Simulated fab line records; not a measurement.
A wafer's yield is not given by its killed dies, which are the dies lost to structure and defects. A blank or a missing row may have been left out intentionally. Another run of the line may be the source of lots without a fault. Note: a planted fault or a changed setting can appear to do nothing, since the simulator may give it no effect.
Matching of chambers ; flow n5-finfet ; uv-cure-02 running N5_BEOL_M11_CURE_72: 3 sister chambers
The step cures SiCOH lowk, time 120 s. 3 wafers are shown with their chamber, then 7 later ones without.

== WAFERS PAIRED WITH THEIR CHAMBERS ==
wafer;chamber;wafer_temp_C_max
L959.3;2;371.8
L970.3;0;371.8
L971.2;1;372.5

== WAFERS WHOSE CHAMBER IS MISSING ==
wafer;wafer_temp_C_max
L971.3;372.5
L973.1;372.5
L973.4;372.6
L973.5;372.5
L975.2;372.0
L975.3;372.0
L975.5;371.8

== CHAMBER TAKEN BY EACH ==
wafer;from the rows above;in truth
L971.3;1;1
L973.1;1;1
L973.4;1;1
L973.5;1;1
L975.2;can't be placed: 0 or 2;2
L975.3;can't be placed: 0 or 2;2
L975.5;can't be placed: 0 or 2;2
Correctly placed: 4 of 7. Can't be placed from these rows: 3 (the true chamber is among the candidates in 3). 0 placed wrongly.
How it was worked out, from the rows above alone: a wafer's distance from a chamber is the root of the sum, over the readings, of the square of ((its reading less the chamber's mean) divided by the reading's scatter). If the next closest chamber is less than 2 further off than the closest, the wafer can't be placed; otherwise it belongs to the closest. A chamber's mean is the mean of its shown wafers. The scatter (one wafer shown for each chamber): square how far every hidden wafer sits from the nearest shown wafer, average those squares and take the square root.
